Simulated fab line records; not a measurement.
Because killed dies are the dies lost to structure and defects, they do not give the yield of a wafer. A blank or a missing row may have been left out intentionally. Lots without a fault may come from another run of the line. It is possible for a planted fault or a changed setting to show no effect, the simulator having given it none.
Chamber matching | flow n5_finfet | N5_BEOL_M5_PECVD_70 on pecvd-01: 3 sister chambers
The step deposits SiO2 from TEOS/O2, target thk 16 nm, time 18 s. 16 wafers are shown with their chamber, then 8 later ones without.

== WAFERS, EACH WITH ITS CHAMBER ==
wafer  | chamber | showerhead_plenum_p_Torr (Torr) | heater_power_w (W) | throttle_valve_pct (%)
L076.4 | 1       | 8.84                            | 836                | 23.9
L076.5 | 0       | 8.92                            | 639                | 21.8
L076.6 | 2       | 8.66                            | 713                | 25.0
L080.3 | 0       | 8.91                            | 650                | 21.9
L080.4 | 1       | 8.85                            | 789                | 24.4
L080.5 | 0       | 8.92                            | 656                | 21.8
L082.3 | 1       | 8.84                            | 801                | 24.5
L082.5 | 0       | 8.90                            | 732                | 21.8
L082.6 | 1       | 8.83                            | 835                | 24.3
L084.2 | 0       | 8.92                            | 748                | 21.8
L084.3 | 2       | 8.64                            | 728                | 20.5
L084.5 | 2       | 8.62                            | 714                | 20.4
L085.1 | 0       | 8.92                            | 704                | 21.7
L085.4 | 0       | 8.91                            | 704                | 21.8
L085.5 | 1       | 8.85                            | 837                | 24.5
L087.1 | 2       | 8.65                            | 646                | 20.4

SIGNATURES (means of the wafers above)
reading                  | chamber 0 | chamber 1 | chamber 2 | scatter within a chamber
showerhead_plenum_p_Torr | 8.9143    | 8.8420    | 8.6425    | 0.0108
heater_power_w           | 690.43    | 819.60    | 700.25    | 36.2
throttle_valve_pct       | 21.800    | 24.320    | 21.575    | 1.11
Rule: for each reading, subtract the chamber's mean from the wafer's reading, divide by that reading's scatter and square the result; add these up over the readings and take the root, which gives the wafer's distance from the chamber. The wafer belongs to the nearest chamber; if the next one is less than 2 further off, it can't be placed. The scatter: take each reading less its chamber's mean, square it, sum over the shown wafers, divide by the number of wafers less the number of chambers, and take the root.

== WAFERS MISSING THEIR CHAMBER ==
wafer  | showerhead_plenum_p_Torr (Torr) | heater_power_w (W) | throttle_valve_pct (%)
L087.5 | 8.82                            | 821                | 24.1
L087.6 | 8.65                            | 654                | 20.4
L089.1 | 8.84                            | 794                | 24.4
L089.3 | 8.91                            | 651                | 21.8
L089.5 | 8.95                            | 652                | 22.0
L092.1 | 8.84                            | 824                | 24.4
L092.2 | 8.67                            | 748                | 20.3
L092.3 | 8.92                            | 623                | 21.7

== CHAMBER TAKEN BY EACH ==
wafer  | from the rows above | in truth
L087.5 | 1                   | 1
L087.6 | 2                   | 2
L089.1 | 1                   | 1
L089.3 | 0                   | 0
L089.5 | 0                   | 0
L092.1 | 1                   | 1
L092.2 | 2                   | 2
L092.3 | 0                   | 0
Placed correctly: 8 of 8. From these rows, 0 cannot be placed. Number placed wrongly: 0.
